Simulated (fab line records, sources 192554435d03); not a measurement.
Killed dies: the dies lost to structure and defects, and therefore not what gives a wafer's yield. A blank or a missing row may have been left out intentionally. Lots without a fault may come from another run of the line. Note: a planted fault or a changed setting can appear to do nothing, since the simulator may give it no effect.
Matching of chambers + flow n5Finfet + N5_BEOL_M0_SAQP_MANDREL1_REMOVE_100 on rieSi-06 has 4 sister chambers
The step chemistry HBr/Cl2/O2, target a-Si, stops on SiNx, bt time 10 s. 4 wafers are shown with their chamber, then 8 later ones without.

## WAFERS WITH THEIR CHAMBER
| wafer  | chamber | drypumpMotorCurrentA (A) |
|--------|---------|--------------------------|
| L076.2 | 1       | 5.5                      |
| L079.5 | 2       | 6.5                      |
| L079.6 | 3       | 5.8                      |
| L083.1 | 0       | 6.7                      |

## WAFERS WHOSE CHAMBER IS MISSING
| wafer  | drypumpMotorCurrentA (A) |
|--------|--------------------------|
| L083.2 | 5.5                      |
| L083.4 | 6.7                      |
| L086.2 | 6.6                      |
| L086.3 | 6.5                      |
| L086.5 | 6.5                      |
| L094.1 | 6.6                      |
| L094.2 | 5.5                      |
| L094.6 | 5.5                      |

## THE CHAMBER EACH PASSED THROUGH
| wafer  | from the rows above     | in truth |
|--------|-------------------------|----------|
| L083.2 | 1                       | 1        |
| L083.4 | 0                       | 0        |
| L086.2 | can't be placed: 2 or 0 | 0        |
| L086.3 | 2                       | 2        |
| L086.5 | 2                       | 2        |
| L094.1 | can't be placed: 2 or 0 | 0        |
| L094.2 | 1                       | 1        |
| L094.6 | 1                       | 1        |
Placed correctly: 6 of 8. Cannot be placed on the basis of these rows: 2; the candidates contain the true chamber in 2. Wrongly placed: 0.
How it was worked out, from the rows above alone: a wafer's distance from a chamber is the root of the sum, over the readings, of the square of ((its reading less the chamber's mean) divided by the reading's scatter). The wafer belongs to the nearest chamber; if the next one is less than 2 further off, it can't be placed. For every chamber, the mean is computed from those of its wafers that are shown. The scatter: root of mean squared gap, hidden wafer to nearest shown wafer, with one shown wafer a chamber.
